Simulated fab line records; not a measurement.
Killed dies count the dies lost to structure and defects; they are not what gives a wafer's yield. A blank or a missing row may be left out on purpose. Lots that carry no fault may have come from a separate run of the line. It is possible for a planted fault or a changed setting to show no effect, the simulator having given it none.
fab line records / flow nand-harc / part 2 of 2: steps 22 to 29 of 29
[record] lots = 5 wafers = 15 last-day = 33
route steps=1302 shown A_CHANNEL_HOLE_D1@454
lots with no fault: from the same line, run without faults
start-h: start of the lot's first displayed wafer, in hours after the record's first day / wait-h: hours from the lot's prior step to this one / " repeats the value in the row above / L1.1+2: a row that stands for several wafers / - no value present, or no start provided / * or withheld: withheld / < > ~ a bound
route shown NAME@n: NAME is a module with steps in the file, n the number in the route of the first one / usual: mean/standard deviation of fault-free wafers / same: alike in all rows / chamber/n: place in a boat / sites: readings site by site / _std_site: standard deviation of those values / _edge_site: inner sites' mean taken away from outer sites' mean / radius-mm: how far each site lies from the wafer's centre / mask NAME#n: copy n / behind: the tool/chamber that last shaped the wafer / hold: why the lot was held/for how many hours/how that ended / device: whichever transistor did not switch (one of n, p or np) / end of line: tests run on the same wafers once the route is complete / step lacking rows: just its recipe / killed: dies that structure and defects cost at the first sort, which is not the same as the wafer's yield / map: a wafer's dies, x killed, . not, _ none there
set.NAME: the setting that was run; set.NAME@STEP: the one run at that earlier step / model.NAME: the simulator's own value behind a step, which no gauge read
lots seen at some steps along the route; tables by step, rows by wafer
services: the hour from which a tool's chamber was out of use, counted from the record's first day as start-h (under 0 if before that day), plus the number of hours and why
[[steps]]
[step NHARC_A_CHANNEL_HOLE_D1_ETCH_23]
[recipe] bias-v = 5000 source-w = withheld pressure-mtorr = 20 time-s = 819 ar-flow-sccm = 375 c4f8-flow-sccm = 89.3 o2-flow-sccm = 35.7 temp-c = -20 target-depth-a = 16000 chemistry = C4F8/O2/Ar
[usual] drypump-motor-current-A = 5.9/0.42 showerhead-plenum-p-Torr = 3.61/0.13 throttle-valve-pct = 32.154/0.0083
[same] time-s = 819
lot.wafer=L075.2 tool=har-etch-02 chamber=0 start-h=206.61 wait-h=0.5 drypump-motor-current-A=6.0 rf-hours-counter-h=307 showerhead-plenum-p-Torr=3.54 throttle-valve-pct=32.138
lot.wafer=L075.3 tool=har-etch-02 chamber=1 start-h=206.61 wait-h=0.5 drypump-motor-current-A=6.3 rf-hours-counter-h=- showerhead-plenum-p-Torr=3.51 throttle-valve-pct=32.160
lot.wafer=L075.4 tool=har-etch-02 chamber=0 start-h=206.61 wait-h=0.5 drypump-motor-current-A=6.0 rf-hours-counter-h=- showerhead-plenum-p-Torr=3.54 throttle-valve-pct=32.163
lot.wafer=L089.2 tool=har-etch-01 chamber=1 start-h=333.61 wait-h=0.5 drypump-motor-current-A=6.3 rf-hours-counter-h=173 showerhead-plenum-p-Torr=3.55 throttle-valve-pct=32.140
lot.wafer=L089.3 tool=har-etch-01 chamber=1 start-h=333.61 wait-h=0.5 drypump-motor-current-A=6.2 rf-hours-counter-h=- showerhead-plenum-p-Torr=3.55 throttle-valve-pct=32.150
lot.wafer=L089.5 tool=har-etch-01 chamber=1 start-h=333.61 wait-h=0.5 drypump-motor-current-A=6.2 rf-hours-counter-h=- showerhead-plenum-p-Torr=3.55 throttle-valve-pct=32.157
lot.wafer=L088.1 tool=har-etch-02 chamber=1 start-h=335.58 wait-h=0.5 drypump-motor-current-A=6.3 rf-hours-counter-h=380 showerhead-plenum-p-Torr=3.47 throttle-valve-pct=32.161
lot.wafer=L088.3 tool=har-etch-02 chamber=0 start-h=335.58 wait-h=0.5 drypump-motor-current-A=6.0 rf-hours-counter-h=- showerhead-plenum-p-Torr=3.50 throttle-valve-pct=32.164
lot.wafer=L088.6 tool=har-etch-02 chamber=1 start-h=335.58 wait-h=0.5 drypump-motor-current-A=6.2 rf-hours-counter-h=- showerhead-plenum-p-Torr=3.47 throttle-valve-pct=32.135
lot.wafer=L095.3 tool=har-etch-02 chamber=1 start-h=396.41 wait-h=0.5 drypump-motor-current-A=6.3 rf-hours-counter-h=- showerhead-plenum-p-Torr=3.93 throttle-valve-pct=32.146
lot.wafer=L095.6 tool=har-etch-02 chamber=1 start-h=396.41 wait-h=0.5 drypump-motor-current-A=6.3 rf-hours-counter-h=- showerhead-plenum-p-Torr=3.93 throttle-valve-pct=32.158
lot.wafer=L095.5 tool=har-etch-02 chamber=0 start-h=396.41 wait-h=0.5 drypump-motor-current-A=6.0 rf-hours-counter-h=- showerhead-plenum-p-Torr=3.93 throttle-valve-pct=32.165
lot.wafer=L096.2 tool=har-etch-01 chamber=0 start-h=413.69 wait-h=0.5 drypump-motor-current-A=5.3 rf-hours-counter-h=226 showerhead-plenum-p-Torr=3.66 throttle-valve-pct=32.146
lot.wafer=L096.1 tool=har-etch-01 chamber=1 start-h=413.69 wait-h=0.5 drypump-motor-current-A=6.3 rf-hours-counter-h=226 showerhead-plenum-p-Torr=3.52 throttle-valve-pct=32.148
lot.wafer=L096.6 tool=har-etch-01 chamber=0 start-h=413.69 wait-h=0.5 drypump-motor-current-A=5.3 rf-hours-counter-h=- showerhead-plenum-p-Torr=3.66 throttle-valve-pct=32.158
[step NHARC_A_CHANNEL_HOLE_D1_ETCH_24]
[recipe] bias-v = 5000 source-w = withheld pressure-mtorr = 20 time-s = 906.2 ar-flow-sccm = 375 c4f8-flow-sccm = 93.8 o2-flow-sccm = 31.2 temp-c = -20 target-depth-a = 15000 chemistry = C4F8/O2/Ar
[usual] drypump-motor-current-A = 5.9/0.42 showerhead-plenum-p-Torr = 3.60/0.13 throttle-valve-pct = 32.236/0.0093
[same] time-s = 906.2
lot.wafer=L075.2 tool=har-etch-02 chamber=0 start-h=207.33 wait-h=0.6 drypump-motor-current-A=6.1 rf-hours-counter-h=308 showerhead-plenum-p-Torr=3.54 throttle-valve-pct=32.226
lot.wafer=L075.3 tool=har-etch-02 chamber=1 start-h=207.33 wait-h=0.6 drypump-motor-current-A=6.2 rf-hours-counter-h=- showerhead-plenum-p-Torr=3.51 throttle-valve-pct=32.228
lot.wafer=L075.4 tool=har-etch-02 chamber=0 start-h=207.33 wait-h=0.6 drypump-motor-current-A=6.0 rf-hours-counter-h=- showerhead-plenum-p-Torr=3.54 throttle-valve-pct=32.231
lot.wafer=L089.2 tool=har-etch-01 chamber=1 start-h=334.30 wait-h=0.6 drypump-motor-current-A=6.2 rf-hours-counter-h=174 showerhead-plenum-p-Torr=3.55 throttle-valve-pct=32.238
lot.wafer=L089.3 tool=har-etch-01 chamber=1 start-h=334.30 wait-h=0.6 drypump-motor-current-A=6.3 rf-hours-counter-h=- showerhead-plenum-p-Torr=3.55 throttle-valve-pct=32.238
lot.wafer=L089.5 tool=har-etch-01 chamber=1 start-h=334.30 wait-h=0.6 drypump-motor-current-A=6.2 rf-hours-counter-h=- showerhead-plenum-p-Torr=3.55 throttle-valve-pct=32.240
lot.wafer=L088.1 tool=har-etch-02 chamber=1 start-h=336.27 wait-h=0.6 drypump-motor-current-A=6.2 rf-hours-counter-h=381 showerhead-plenum-p-Torr=3.47 throttle-valve-pct=32.220
lot.wafer=L088.3 tool=har-etch-02 chamber=0 start-h=336.27 wait-h=0.6 drypump-motor-current-A=6.0 rf-hours-counter-h=- showerhead-plenum-p-Torr=3.50 throttle-valve-pct=32.224
lot.wafer=L088.6 tool=har-etch-02 chamber=1 start-h=336.27 wait-h=0.6 drypump-motor-current-A=6.3 rf-hours-counter-h=- showerhead-plenum-p-Torr=3.47 throttle-valve-pct=32.221
lot.wafer=L095.3 tool=har-etch-02 chamber=1 start-h=397.14 wait-h=0.6 drypump-motor-current-A=6.3 rf-hours-counter-h=- showerhead-plenum-p-Torr=3.93 throttle-valve-pct=32.243
lot.wafer=L095.6 tool=har-etch-02 chamber=1 start-h=397.14 wait-h=0.6 drypump-motor-current-A=6.3 rf-hours-counter-h=- showerhead-plenum-p-Torr=3.93 throttle-valve-pct=32.228
lot.wafer=L095.5 tool=har-etch-02 chamber=0 start-h=397.14 wait-h=0.6 drypump-motor-current-A=6.0 rf-hours-counter-h=- showerhead-plenum-p-Torr=3.93 throttle-valve-pct=32.257
lot.wafer=L096.2 tool=har-etch-01 chamber=0 start-h=414.38 wait-h=0.6 drypump-motor-current-A=5.2 rf-hours-counter-h=227 showerhead-plenum-p-Torr=3.66 throttle-valve-pct=32.232
lot.wafer=L096.1 tool=har-etch-01 chamber=1 start-h=414.38 wait-h=0.6 drypump-motor-current-A=6.2 rf-hours-counter-h=227 showerhead-plenum-p-Torr=3.52 throttle-valve-pct=32.235
lot.wafer=L096.6 tool=har-etch-01 chamber=0 start-h=414.38 wait-h=0.6 drypump-motor-current-A=5.3 rf-hours-counter-h=- showerhead-plenum-p-Torr=3.66 throttle-valve-pct=32.234
[step NHARC_A_CHANNEL_HOLE_D1_ETCH_25]
[recipe] bias-v = 5000 source-w = withheld pressure-mtorr = 20 time-s = 1040.2 ar-flow-sccm = 375 c4f8-flow-sccm = 93.8 o2-flow-sccm = 31.2 temp-c = -20 target-depth-a = 15000 chemistry = C4F8/O2/Ar
[usual] drypump-motor-current-A = 5.9/0.42 showerhead-plenum-p-Torr = 3.60/0.13 throttle-valve-pct = 32.234/0.0094
[same] time-s = 1040.2
lot.wafer=L075.2 tool=har-etch-02 chamber=0 start-h=208.11 wait-h=0.7 drypump-motor-current-A=6.0 rf-hours-counter-h=309 showerhead-plenum-p-Torr=3.54 throttle-valve-pct=32.233
lot.wafer=L075.3 tool=har-etch-02 chamber=1 start-h=208.11 wait-h=0.7 drypump-motor-current-A=6.2 rf-hours-counter-h=- showerhead-plenum-p-Torr=3.50 throttle-valve-pct=32.229
lot.wafer=L075.4 tool=har-etch-02 chamber=0 start-h=208.11 wait-h=0.7 drypump-motor-current-A=6.0 rf-hours-counter-h=- showerhead-plenum-p-Torr=3.54 throttle-valve-pct=32.242
lot.wafer=L089.2 tool=har-etch-01 chamber=1 start-h=335.08 wait-h=0.7 drypump-motor-current-A=6.3 rf-hours-counter-h=174 showerhead-plenum-p-Torr=3.55 throttle-valve-pct=32.235
lot.wafer=L089.3 tool=har-etch-01 chamber=1 start-h=335.08 wait-h=0.7 drypump-motor-current-A=6.3 rf-hours-counter-h=- showerhead-plenum-p-Torr=3.55 throttle-valve-pct=32.239
lot.wafer=L089.5 tool=har-etch-01 chamber=1 start-h=335.08 wait-h=0.7 drypump-motor-current-A=6.3 rf-hours-counter-h=- showerhead-plenum-p-Torr=3.55 throttle-valve-pct=32.233
lot.wafer=L088.1 tool=har-etch-02 chamber=1 start-h=337.06 wait-h=0.7 drypump-motor-current-A=6.2 rf-hours-counter-h=382 showerhead-plenum-p-Torr=3.47 throttle-valve-pct=32.231
lot.wafer=L088.3 tool=har-etch-02 chamber=0 start-h=337.06 wait-h=0.7 drypump-motor-current-A=6.0 rf-hours-counter-h=- showerhead-plenum-p-Torr=3.50 throttle-valve-pct=32.227
lot.wafer=L088.6 tool=har-etch-02 chamber=1 start-h=337.06 wait-h=0.7 drypump-motor-current-A=6.2 rf-hours-counter-h=- showerhead-plenum-p-Torr=3.47 throttle-valve-pct=32.230
lot.wafer=L095.3 tool=har-etch-02 chamber=1 start-h=397.95 wait-h=0.7 drypump-motor-current-A=6.2 rf-hours-counter-h=- showerhead-plenum-p-Torr=3.93 throttle-valve-pct=32.218
lot.wafer=L095.6 tool=har-etch-02 chamber=1 start-h=397.95 wait-h=0.7 drypump-motor-current-A=6.3 rf-hours-counter-h=- showerhead-plenum-p-Torr=3.93 throttle-valve-pct=32.236
lot.wafer=L095.5 tool=har-etch-02 chamber=0 start-h=397.95 wait-h=0.7 drypump-motor-current-A=6.0 rf-hours-counter-h=- showerhead-plenum-p-Torr=3.93 throttle-valve-pct=32.223
lot.wafer=L096.2 tool=har-etch-01 chamber=0 start-h=415.15 wait-h=0.6 drypump-motor-current-A=5.3 rf-hours-counter-h=228 showerhead-plenum-p-Torr=3.66 throttle-valve-pct=32.228
lot.wafer=L096.1 tool=har-etch-01 chamber=1 start-h=415.15 wait-h=0.6 drypump-motor-current-A=6.2 rf-hours-counter-h=228 showerhead-plenum-p-Torr=3.52 throttle-valve-pct=32.225
lot.wafer=L096.6 tool=har-etch-01 chamber=0 start-h=415.15 wait-h=0.6 drypump-motor-current-A=5.3 rf-hours-counter-h=- showerhead-plenum-p-Torr=3.66 throttle-valve-pct=32.226
[step NHARC_A_CHANNEL_HOLE_D1_ETCH_26]
[recipe] bias-v = 300 source-w = 2000 pressure-mtorr = 30 time-s = 224.1 ar-flow-sccm = 375 c4f8-flow-sccm = 11.4 o2-flow-sccm = 113.6 temp-c = -20 target-depth-a = 3000 chemistry = C4F8/O2/Ar
[usual] drypump-motor-current-A = 5.9/0.42 showerhead-plenum-p-Torr = 3.65/0.13 throttle-valve-pct = 24.585/0.0098
[same] time-s = 224.1
lot.wafer=L075.2 tool=har-etch-02 chamber=0 start-h=208.88 wait-h=0.6 drypump-motor-current-A=6.0 rf-hours-counter-h=310 showerhead-plenum-p-Torr=3.58 throttle-valve-pct=24.600
lot.wafer=L075.3 tool=har-etch-02 chamber=1 start-h=208.88 wait-h=0.6 drypump-motor-current-A=6.3 rf-hours-counter-h=- showerhead-plenum-p-Torr=3.54 throttle-valve-pct=24.583
lot.wafer=L075.4 tool=har-etch-02 chamber=0 start-h=208.88 wait-h=0.6 drypump-motor-current-A=6.0 rf-hours-counter-h=- showerhead-plenum-p-Torr=3.58 throttle-valve-pct=24.569
lot.wafer=L089.2 tool=har-etch-01 chamber=1 start-h=335.84 wait-h=0.6 drypump-motor-current-A=6.3 rf-hours-counter-h=175 showerhead-plenum-p-Torr=3.59 throttle-valve-pct=24.576
lot.wafer=L089.3 tool=har-etch-01 chamber=1 start-h=335.84 wait-h=0.6 drypump-motor-current-A=6.2 rf-hours-counter-h=- showerhead-plenum-p-Torr=3.59 throttle-valve-pct=24.576
lot.wafer=L089.5 tool=har-etch-01 chamber=1 start-h=335.84 wait-h=0.6 drypump-motor-current-A=6.2 rf-hours-counter-h=- showerhead-plenum-p-Torr=3.59 throttle-valve-pct=24.576
lot.wafer=L088.1 tool=har-etch-02 chamber=1 start-h=337.84 wait-h=0.6 drypump-motor-current-A=6.2 rf-hours-counter-h=383 showerhead-plenum-p-Torr=3.50 throttle-valve-pct=24.580
lot.wafer=L088.3 tool=har-etch-02 chamber=0 start-h=337.84 wait-h=0.6 drypump-motor-current-A=6.0 rf-hours-counter-h=- showerhead-plenum-p-Torr=3.54 throttle-valve-pct=24.595
lot.wafer=L088.6 tool=har-etch-02 chamber=1 start-h=337.84 wait-h=0.6 drypump-motor-current-A=6.2 rf-hours-counter-h=- showerhead-plenum-p-Torr=3.50 throttle-valve-pct=24.589
lot.wafer=L095.3 tool=har-etch-02 chamber=1 start-h=398.61 wait-h=0.5 drypump-motor-current-A=6.2 rf-hours-counter-h=- showerhead-plenum-p-Torr=3.99 throttle-valve-pct=24.576
lot.wafer=L095.6 tool=har-etch-02 chamber=1 start-h=398.61 wait-h=0.5 drypump-motor-current-A=6.2 rf-hours-counter-h=- showerhead-plenum-p-Torr=3.99 throttle-valve-pct=24.579
lot.wafer=L095.5 tool=har-etch-02 chamber=0 start-h=398.61 wait-h=0.5 drypump-motor-current-A=6.0 rf-hours-counter-h=- showerhead-plenum-p-Torr=3.99 throttle-valve-pct=24.571
lot.wafer=L096.2 tool=har-etch-01 chamber=0 start-h=416.02 wait-h=0.7 drypump-motor-current-A=5.3 rf-hours-counter-h=229 showerhead-plenum-p-Torr=3.70 throttle-valve-pct=24.575
lot.wafer=L096.1 tool=har-etch-01 chamber=1 start-h=416.02 wait-h=0.7 drypump-motor-current-A=6.2 rf-hours-counter-h=229 showerhead-plenum-p-Torr=3.56 throttle-valve-pct=24.587
lot.wafer=L096.6 tool=har-etch-01 chamber=0 start-h=416.02 wait-h=0.7 drypump-motor-current-A=5.3 rf-hours-counter-h=- showerhead-plenum-p-Torr=3.70 throttle-valve-pct=24.579
[step NHARC_A_CHANNEL_HOLE_D1_ETCH_33]
[recipe] bias-v = 400 source-w = 2000 pressure-mtorr = 25 time-s = 90 ar-flow-sccm = 375 c4f8-flow-sccm = 41.7 o2-flow-sccm = 83.3 temp-c = -20 target-depth-a = 4000 chemistry = C4F8/O2/Ar
[usual] drypump-motor-current-A = 5.9/0.42 showerhead-plenum-p-Torr = 3.64/0.13 throttle-valve-pct = 27.619/0.0085
[same] time-s = 90
lot.wafer=L075.2 tool=har-etch-02 chamber=0 start-h=209.07 wait-h=0.2 drypump-motor-current-A=6.0 rf-hours-counter-h=310 showerhead-plenum-p-Torr=3.58 throttle-valve-pct=27.624
lot.wafer=L075.3 tool=har-etch-02 chamber=1 start-h=209.07 wait-h=0.2 drypump-motor-current-A=6.3 rf-hours-counter-h=- showerhead-plenum-p-Torr=3.54 throttle-valve-pct=27.615
lot.wafer=L075.4 tool=har-etch-02 chamber=0 start-h=209.07 wait-h=0.2 drypump-motor-current-A=6.0 rf-hours-counter-h=- showerhead-plenum-p-Torr=3.58 throttle-valve-pct=27.628
lot.wafer=L089.2 tool=har-etch-01 chamber=1 start-h=336.04 wait-h=0.2 drypump-motor-current-A=6.3 rf-hours-counter-h=175 showerhead-plenum-p-Torr=3.59 throttle-valve-pct=27.603
lot.wafer=L089.3 tool=har-etch-01 chamber=1 start-h=336.04 wait-h=0.2 drypump-motor-current-A=6.3 rf-hours-counter-h=- showerhead-plenum-p-Torr=3.59 throttle-valve-pct=27.624
lot.wafer=L089.5 tool=har-etch-01 chamber=1 start-h=336.04 wait-h=0.2 drypump-motor-current-A=6.3 rf-hours-counter-h=- showerhead-plenum-p-Torr=3.59 throttle-valve-pct=27.607
lot.wafer=L088.1 tool=har-etch-02 chamber=1 start-h=338.03 wait-h=0.2 drypump-motor-current-A=6.3 rf-hours-counter-h=383 showerhead-plenum-p-Torr=3.50 throttle-valve-pct=27.630
lot.wafer=L088.3 tool=har-etch-02 chamber=0 start-h=338.03 wait-h=0.2 drypump-motor-current-A=6.0 rf-hours-counter-h=- showerhead-plenum-p-Torr=3.54 throttle-valve-pct=27.614
lot.wafer=L088.6 tool=har-etch-02 chamber=1 start-h=338.03 wait-h=0.2 drypump-motor-current-A=6.3 rf-hours-counter-h=- showerhead-plenum-p-Torr=3.50 throttle-valve-pct=27.617
lot.wafer=L095.3 tool=har-etch-02 chamber=1 start-h=398.80 wait-h=0.2 drypump-motor-current-A=6.3 rf-hours-counter-h=- showerhead-plenum-p-Torr=3.98 throttle-valve-pct=27.622
lot.wafer=L095.6 tool=har-etch-02 chamber=1 start-h=398.80 wait-h=0.2 drypump-motor-current-A=6.3 rf-hours-counter-h=- showerhead-plenum-p-Torr=3.98 throttle-valve-pct=27.617
lot.wafer=L095.5 tool=har-etch-02 chamber=0 start-h=398.80 wait-h=0.2 drypump-motor-current-A=6.0 rf-hours-counter-h=- showerhead-plenum-p-Torr=3.98 throttle-valve-pct=27.604
lot.wafer=L096.2 tool=har-etch-01 chamber=0 start-h=416.21 wait-h=0.2 drypump-motor-current-A=5.3 rf-hours-counter-h=229 showerhead-plenum-p-Torr=3.70 throttle-valve-pct=27.632
lot.wafer=L096.1 tool=har-etch-01 chamber=1 start-h=416.21 wait-h=0.2 drypump-motor-current-A=6.2 rf-hours-counter-h=229 showerhead-plenum-p-Torr=3.56 throttle-valve-pct=27.615
lot.wafer=L096.6 tool=har-etch-01 chamber=0 start-h=416.21 wait-h=0.2 drypump-motor-current-A=5.3 rf-hours-counter-h=- showerhead-plenum-p-Torr=3.70 throttle-valve-pct=27.621
[step NHARC_A_CHANNEL_HOLE_D1_STRIP_41]
[recipe] n2-flow-sccm = 150 h2-flow-sccm = 150 ar-flow-sccm = 0 bias-w = 0 chemistry = N2/H2
lot.wafer=L075.3+4+2 tool=rie-diel-02 chamber=1,2,0 start-h=209.57 wait-h=0.4
lot.wafer=L089.2+3+5 tool=rie-diel-02 chamber=2,1,3 start-h=336.54 wait-h=0.5
lot.wafer=L088.3+1+6 tool=rie-diel-06 chamber=3,1,1 start-h=338.53 wait-h=0.4
lot.wafer=L095.3+6+5 tool=rie-diel-06 chamber=0,3,0 start-h=399.28 wait-h=0.4
lot.wafer=L096.2+1+6 tool=rie-diel-06 chamber=3,0,0 start-h=416.74 wait-h=0.5
[step NHARC_A_CHANNEL_HOLE_D1_STRIP_42]
[recipe] cf4-flow-sccm = 100 chf3-flow-sccm = 30 ar-flow-sccm = 0 bias-w = 0 chemistry = CF4/CHF3
lot.wafer=L075.3+2+4 tool=rie-diel-02 chamber=2,3,0 start-h=209.67 wait-h=0.1
lot.wafer=L089.3+2+5 tool=rie-diel-02 chamber=0,3,0 start-h=336.64 wait-h=0.1
lot.wafer=L088.3+1+6 tool=rie-diel-06 chamber=1,3,3 start-h=338.64 wait-h=0.1
lot.wafer=L095.3+6+5 tool=rie-diel-06 chamber=2,0,1 start-h=399.37 wait-h=0.1
lot.wafer=L096.2+1+6 tool=rie-diel-06 chamber=0,2,3 start-h=416.84 wait-h=0.1
[step NHARC_A_CHANNEL_HOLE_D1_STRIP_43]
[recipe] o2-flow-sccm = 400 cos-flow-sccm = 20 ar-flow-sccm = 0 bias-w = 0 chemistry = O2/COS
lot.wafer=L075.3+2+4 tool=rie-diel-02 chamber=3,1,2 start-h=209.73 wait-h=0.1
lot.wafer=L089.2+3+5 tool=rie-diel-02 chamber=3,1,3 start-h=336.70 wait-h=0.1
lot.wafer=L088.3+1+6 tool=rie-diel-06 chamber=1,3,3 start-h=338.72 wait-h=0.1
lot.wafer=L095.3+6+5 tool=rie-diel-06 chamber=0,0,1 start-h=399.42 wait-h=0.1
lot.wafer=L096.2+1+6 tool=rie-diel-06 chamber=2,0,2 start-h=416.90 wait-h=0.1
[[services]]
tool=rie-diel-02 chamber=3 start-h=176.62 hours=17.7 kind=repair
tool=har-etch-02 chamber=- start-h=178.10 hours=19.0 kind=repair
tool=litho-track-06 chamber=- start-h=179.00 hours=7.0 kind=pm
tool=arfi-scanner-03 chamber=- start-h=196.00 hours=4.0 kind=pm
tool=litho-track-04 chamber=- start-h=203.00 hours=7.0 kind=pm
tool=rie-diel-06 chamber=3 start-h=205.58 hours=4.3 kind=repair
tool=rie-diel-06 chamber=- start-h=209.55 hours=0.4 kind=repair
tool=arfi-scanner-02 chamber=- start-h=215.87 hours=1.0 kind=repair
tool=rie-diel-02 chamber=- start-h=216.88 hours=9.0 kind=pm
tool=rie-diel-06 chamber=0 start-h=218.70 hours=2.7 kind=repair
tool=rie-diel-06 chamber=1 start-h=220.48 hours=13.0 kind=repair
tool=rie-diel-06 chamber=1 start-h=247.78 hours=19.7 kind=repair
tool=har-etch-02 chamber=- start-h=262.31 hours=0.6 kind=repair
tool=rie-diel-06 chamber=2 start-h=297.47 hours=10.0 kind=repair
tool=rie-diel-06 chamber=1 start-h=305.94 hours=8.7 kind=repair
tool=rie-diel-06 chamber=- start-h=307.20 hours=9.0 kind=pm
tool=rie-diel-02 chamber=2 start-h=322.23 hours=13.7 kind=repair
tool=rie-diel-06 chamber=2 start-h=323.42 hours=19.0 kind=repair
tool=litho-track-01 chamber=- start-h=330.00 hours=7.0 kind=pm
tool=litho-track-06 chamber=- start-h=354.00 hours=7.0 kind=pm
tool=arfi-scanner-03 chamber=- start-h=368.00 hours=4.0 kind=pm
tool=har-etch-02 chamber=- start-h=377.75 hours=17.0 kind=pm
tool=litho-track-04 chamber=- start-h=378.00 hours=7.0 kind=pm
tool=rie-diel-02 chamber=- start-h=393.88 hours=9.0 kind=pm
